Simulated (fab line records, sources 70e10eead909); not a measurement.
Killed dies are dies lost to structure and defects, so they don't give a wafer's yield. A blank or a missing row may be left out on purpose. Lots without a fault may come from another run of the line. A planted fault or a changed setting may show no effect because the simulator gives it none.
Which tool did it? | flow nand_harc | 12 lots, 36 wafers sampled, at 5 steps of a route of 1302

WHAT THE GAUGES READ, wafer by wafer
NHARC_THIN_TSV_CD_MEAS_12: target cd 1000 nm. Usual: cd_nm 1000.4 nm, standard deviation 2.1.
lot  | measured     | on        | cd_nm (nm)           | flag
L998 | day 23 21:21 | cd_sem-02 | 1001.3 998.4 996.8   |
L102 | day 25 14:24 | cd_sem-03 | 1001.0 1001.8 1001.8 |
L104 | day 26 09:22 | cd_sem-01 | 999.9 996.2 998.3    |
L103 | day 26 10:41 | cd_sem-02 | 1001.0 999.0 999.9   |
L108 | day 28 11:15 | cd_sem-03 | 1002.9 998.2 1002.2  |
L111 | day 29 06:26 | cd_sem-03 | 999.5 1003.9 1004.7  |
L114 | day 30 07:03 | cd_sem-02 | 1002.9 1002.3 1002.2 |
L116 | day 31 13:38 | cd_sem-01 | 997.7 1000.7 997.7   |
L117 | day 31 14:58 | cd_sem-02 | 997.8 1003.9 1000.9  |
L115 | day 32 02:35 | cd_sem-01 | 999.4 996.5 999.3    |
L119 | day 32 11:44 | cd_sem-01 | 1002.0 1001.6 1001.0 |
L120 | day 32 23:08 | cd_sem-03 | 1000.6 1001.5 998.3  |

NHARC_THIN_TSV_INSPECT_40. Usual: raw_defect_count 536, standard deviation 79.
lot  | measured     | on                | raw_defect_count | flag
L998 | day 24 06:56 | defect_inspect-02 | 501 537 566      |
L102 | day 26 02:31 | defect_inspect-02 | 480 517 456      |
L104 | day 26 21:16 | defect_inspect-02 | 591 523 572      |
L103 | day 26 21:16 | defect_inspect-01 | 531 459 463      |
L108 | day 28 23:50 | defect_inspect-02 | 490 439 486      |
L111 | day 29 18:37 | defect_inspect-01 | 486 529 529      |
L114 | day 30 19:20 | defect_inspect-01 | 558 528 463      |
L116 | day 32 02:17 | defect_inspect-02 | 484 601 495      |
L117 | day 32 02:17 | defect_inspect-01 | 504 510 530      |
L115 | day 32 14:18 | defect_inspect-01 | 377 606 385      |
L119 | day 32 23:57 | defect_inspect-01 | 594 587 715      |
L120 | day 33 14:17 | defect_inspect-01 | 541 580 500      |

NHARC_END_SORT_01. Usual: defect_limited_yield 91.6 %, standard deviation 2.8; killed_at_array 52, standard deviation 19; killed_at_other 1.0, standard deviation 1.2; killed_at_periphery 4.1, standard deviation 2.8; killed_dies 57, standard deviation 19; killed_open 3.1, standard deviation 1.7; killed_short 2.5, standard deviation 1.5; sort_bin_2_pct 3.0 %, standard deviation 1.2; sort_bin_3_pct 0.6 %, standard deviation 0.36; sort_bin_4_pct 4.9 %, standard deviation 1.6; sort_n_pass 620, standard deviation 19; sort_rim_yield_pct 91 %, standard deviation 5; sort_yield_pct 91.6 %, standard deviation 2.8.
lot  | measured     | on        | defect_limited_yield (%) | killed_at_array | killed_at_other | killed_at_periphery | killed_dies | killed_open | killed_short | sort_bin_2_pct (%) | sort_bin_3_pct (%) | sort_bin_4_pct (%) | sort_n_pass | sort_rim_yield_pct (%) | sort_yield_pct (%) | flag
L998 | day 24 10:01 | prober-01 | 91.7 89.2 93.2           | 53 70 46        | 0 0 0           | 3 3 0               | 56 73 46    | 2 6 5       | 1 3 0        | 3.5 4.6 1.9        | 0.7 1.0 0.7        | 4.0 5.2 4.1        | 621 604 631 | 98 97 89               | 91.7 89.2 93.2     |
L102 | day 26 05:38 | prober-02 | 89.5 91.1 90.5           | 65 55 59        | 2 0 0           | 4 5 5               | 71 60 64    | 4 2 0       | 5 3 2        | 3.2 3.0 2.5        | 0.7 1.0 0.6        | 6.5 4.9 6.4        | 606 617 613 | 94 96 97               | 89.5 91.1 90.5     |
L104 | day 27 02:43 | prober-01 | 92.0 86.9 91.9           | 49 89 51        | 2 0 1           | 3 0 3               | 54 89 55    | 5 2 1       | 2 1 2        | 2.8 4.9 3.0        | 0.7 1.2 0.3        | 4.4 7.1 4.9        | 623 588 622 | 82 94 78               | 92.0 86.9 91.9     |
L103 | day 27 01:09 | prober-02 | 91.0 91.4 90.4           | 54 57 62        | 1 1 0           | 6 0 3               | 61 58 65    | 2 4 5       | 5 0 0        | 1.9 2.4 2.7        | 1.0 0.6 0.9        | 6.1 5.6 6.1        | 616 619 612 | 92 92 94               | 91.0 91.4 90.4     |
L108 | day 29 02:55 | prober-02 | 90.5 90.4 92.8           | 55 59 40        | 1 2 0           | 8 4 9               | 64 65 49    | 1 2 1       | 1 1 1        | 3.2 3.4 1.9        | 0.7 0.4 0.6        | 5.5 5.8 4.7        | 613 612 628 | 83 91 88               | 90.5 90.4 92.8     |
L111 | day 29 23:15 | prober-01 | 93.8 0 94.5              | 41 52 33        | 0 622 0         | 1 3 4               | 42 677 37   | 0 6 4       | 1 1 4        | 1.8 95.0 2.1       | 0.4 0.3 0.3        | 4.0 4.7 3.1        | 635 0 640   | 91 0 91                | 93.8 0 94.5        | OFF
L114 | day 30 22:24 | prober-02 | 0 93.4 91.6              | 53 39 48        | 623 2 4         | 1 4 5               | 677 45 57   | 2 7 5       | 2 4 2        | 93.9 2.2 3.0       | 0.7 0.6 0          | 5.3 3.8 5.5        | 0 632 620   | 0 86 96                | 0 93.4 91.6        | OFF
L116 | day 32 05:19 | prober-01 | 91.9 90.3 89.8           | 53 62 67        | 2 0 1           | 0 4 1               | 55 66 69    | 3 4 2       | 2 0 4        | 3.0 3.4 2.8        | 0.3 0.3 0.6        | 4.9 6.1 6.8        | 622 611 608 | 81 88 88               | 91.9 90.3 89.8     |
L117 | day 32 06:58 | prober-02 | 92.3 89.5 95.7           | 46 65 26        | 1 2 0           | 5 4 3               | 52 71 29    | 8 0 2       | 2 2 3        | 2.8 4.4 2.1        | 0.7 0.9 0.4        | 4.1 5.2 1.8        | 625 606 648 | 91 94 90               | 92.3 89.5 95.7     |
L115 | day 32 18:06 | prober-01 | 96.2 94.1 94.8           | 26 38 32        | 0 0 1           | 0 2 2               | 26 40 35    | 2 5 5       | 1 2 3        | 1.6 1.5 2.1        | 0.1 0.4 0.1        | 2.1 4.0 3.0        | 651 637 642 | 96 89 95               | 96.2 94.1 94.8     |
L119 | day 33 03:14 | prober-02 | 88.5 87.4 88.0           | 70 73 71        | 1 4 4           | 7 8 6               | 78 85 81    | 1 5 5       | 3 4 3        | 4.6 3.8 4.1        | 0.4 1.3 0.1        | 6.5 7.4 7.7        | 599 592 596 | 92 87 86               | 88.5 87.4 88.0     |
L120 | day 33 19:44 | prober-01 | 90.4 90.0 89.5           | 62 65 69        | 0 0 0           | 3 3 2               | 65 68 71    | 3 4 4       | 2 0 4        | 4.7 3.8 3.7        | 1.8 1.0 1.3        | 3.1 5.2 5.5        | 612 609 606 | 97 91 91               | 90.4 90.0 89.5     |

WHICH TOOL RAN EACH LOT (tool, then ch and the chambers of the sampled wafers, then the start)
lot  | NHARC_THIN_TSV_DEP_43           | NHARC_THIN_TSV_ETCH_44
L998 | pecvd-02 ch 0,1, day 23 20:34   | rie_diel-07 ch 0,2,3, day 23 21:42
L102 | pecvd-03 ch 0,1,2, day 25 13:37 | rie_diel-11 ch 0,3, day 25 14:44
L104 | pecvd-02 ch 0,1,2, day 26 08:47 | rie_diel-09 ch 0,1,2, day 26 09:43
L103 | pecvd-03 ch 1,2, day 26 09:51   | rie_diel-09 ch 0,1,3, day 26 11:03
L108 | pecvd-02 ch 1,2, day 28 10:26   | rie_diel-09 ch 0,2,3, day 28 11:29
L111 | pecvd-02 ch 0,1, day 29 05:38   | rie_diel-11 ch 0,2, day 29 06:40
L114 | pecvd-02 ch 0,1,2, day 30 06:13 | rie_diel-09 ch 0,1,3, day 30 07:21
L116 | pecvd-01 ch 0,1, day 31 12:56   | rie_diel-07 ch 0,3, day 31 13:53
L117 | pecvd-01 ch 0,2, day 31 14:08   | rie_diel-11 ch 0,1,3, day 31 15:16
L115 | pecvd-01 ch 0,1,2, day 32 01:52 | rie_diel-09 ch 0,2,3, day 32 02:49
L119 | pecvd-01 ch 0,2, day 32 10:55   | rie_diel-09 ch 0,2, day 32 12:05
L120 | pecvd-01 ch 0,1,2, day 32 22:25 | rie_diel-11 ch 1,2, day 32 23:25
- NHARC_THIN_TSV_DEP_43: deposits SiO2, target thk 1328.5 nm.
- NHARC_THIN_TSV_ETCH_44: etches the open film in CF4/O2, target depth 1594.2 nm, time 797.1 s.

WHAT THE TOOLS THEMSELVES READ (means of the sampled wafers that have a number; where no wafer has one, the mark that the record gives instead)
NHARC_THIN_TSV_DEP_43. Usual: throttle_valve_pct 16.0 %, standard deviation 0.69.
lot  | tool     | throttle_valve_pct (%) | flag
L998 | pecvd-02 | 16.4                   |
L102 | pecvd-03 | 15.7                   |
L104 | pecvd-02 | 15.9                   |
L103 | pecvd-03 | 16.1                   |
L108 | pecvd-02 | 15.9                   |
L111 | pecvd-02 | 16.5                   |
L114 | pecvd-02 | 16.2                   |
L116 | pecvd-01 | 16.0                   |
L117 | pecvd-01 | 15.9                   |
L115 | pecvd-01 | 15.9                   |
L119 | pecvd-01 | 16.0                   |
L120 | pecvd-01 | 15.8                   |

NHARC_THIN_TSV_ETCH_44. Usual: drypump_motor_current_A 5.6 A, standard deviation 0.41; oes_product_au 0.996 a.u., standard deviation 0.012; rf_vpp_V 795 V, standard deviation 5.2; showerhead_plenum_p_Torr 1.85 Torr, standard deviation 0.082; throttle_valve_pct 16.914 %, standard deviation 0.0086.
lot  | tool        | drypump_motor_current_A (A) | oes_product_au (a.u.) | rf_vpp_V (V) | showerhead_plenum_p_Torr (Torr) | throttle_valve_pct (%) | flag
L998 | rie_diel-07 | 5.9                         | 0.990                 | 790          | 1.76                            | 16.914                 |
L102 | rie_diel-11 | 6.0                         | 0.991                 | 794          | 1.82                            | 16.909                 |
L104 | rie_diel-09 | 5.5                         | 1.000                 | 798          | 1.90                            | 16.911                 |
L103 | rie_diel-09 | 5.6                         | 0.999                 | 799          | 1.90                            | 16.915                 |
L108 | rie_diel-09 | 5.4                         | 0.997                 | 800          | 1.92                            | 16.919                 |
L111 | rie_diel-11 | 5.5                         | 1.014                 | 790          | 1.75                            | 16.918                 |
L114 | rie_diel-09 | 5.6                         | 0.990                 | 799          | 1.90                            | 16.916                 |
L116 | rie_diel-07 | 5.9                         | 0.975                 | 791          | 1.79                            | 16.914                 |
L117 | rie_diel-11 | 5.6                         | 1.013                 | 792          | 1.80                            | 16.919                 |
L115 | rie_diel-09 | 5.4                         | 0.998                 | 800          | 1.92                            | 16.907                 |
L119 | rie_diel-09 | 5.2                         | 1.005                 | 800          | 1.91                            | 16.909                 |
L120 | rie_diel-11 | 5.6                         | 1.011                 | 793          | 1.81                            | 16.907                 |

THE ANSWER, worked out from the rows above alone
Rule: a lot is off if the mean of its wafers that have a number lies more than 3 standard deviations from the usual mean. A lot without any number at a reading at which 4 lots or more have one is off too. The other lots that the step has rows for count as sound. The gauges are gone through in route order, then the tools' own readings, and for those a lot's mean is taken as printed above. The first step at which some lot is off is used, and at that step the reading that is off furthest; a lot without a number counts as furthest.
Off: L111, L114, at NHARC_END_SORT_01 (killed_at_other).
A tool fits if, at a process step before that reading, it ran every lot that is off, and no sound lot after the first of them. The gauges at NHARC_END_SORT_01 are tried like those tools. One fits: pecvd-02 at NHARC_THIN_TSV_DEP_43. Its last sound lot is L108 (day 28 10:26), its first lot that is off L111 (day 29 05:38): a fault that began between those two fits.

WHAT THE SIMULATOR HAD PUT IN
Process parameter drift: pecvd-02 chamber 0, from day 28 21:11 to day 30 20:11, at NHARC_THIN_TSV_DEP_43. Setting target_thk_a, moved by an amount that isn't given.
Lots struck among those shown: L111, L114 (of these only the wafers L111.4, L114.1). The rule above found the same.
